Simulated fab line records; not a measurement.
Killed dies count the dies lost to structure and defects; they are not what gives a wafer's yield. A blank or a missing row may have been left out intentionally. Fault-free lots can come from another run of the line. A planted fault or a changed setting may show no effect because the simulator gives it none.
Chamber matching + flow n5Finfet + cmp-04 running N5_BEOL_M11_CMP_52: 4 sister chambers
The step polishes, stops on SiCOH lowk, t overpolish 7 s, target thk 140 nm. 4 wafers are shown with their chamber, then 8 later ones without.

WAFERS PAIRED WITH THEIR CHAMBERS
| wafer  | chamber | motorCurrentA (A) |
|--------|---------|-------------------|
| L151.3 | 0       | 5.4               |
| L154.3 | 1       | 5.4               |
| L154.6 | 3       | 6.5               |
| L158.2 | 2       | 5.9               |

WAFERS MISSING THEIR CHAMBER
| wafer  | motorCurrentA (A) |
|--------|-------------------|
| L158.3 | 5.2               |
| L158.4 | 6.6               |
| L160.1 | 6.7               |
| L160.2 | 5.6               |
| L160.6 | 6.0               |
| L171.3 | 5.5               |
| L171.5 | 5.6               |
| L171.6 | 6.4               |

THE CHAMBER EACH PASSED THROUGH
| wafer  | from the rows above          | in truth |
|--------|------------------------------|----------|
| L158.3 | can't be placed: 0 or 1      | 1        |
| L158.4 | 3                            | 3        |
| L160.1 | 3                            | 3        |
| L160.2 | can't be placed: 0 or 1 or 2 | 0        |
| L160.6 | 2                            | 2        |
| L171.3 | can't be placed: 0 or 1 or 2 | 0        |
| L171.5 | can't be placed: 0 or 1 or 2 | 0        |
| L171.6 | 3                            | 3        |
Placed correctly: 4 of 8. Cannot be placed on the basis of these rows: 4; the candidates contain the true chamber in 4. 0 placed wrongly.
How it was worked out, from the rows above alone: a wafer's distance from a chamber is the root of the sum, over the readings, of the square of ((its reading less the chamber's mean) divided by the reading's scatter). The wafer belongs to the nearest chamber; if the next one is less than 2 further off, it can't be placed. A chamber's mean is the mean of its shown wafers. The scatter: with one shown wafer a chamber, the root of the mean of the squares of how far each hidden wafer lies from its nearest shown one.
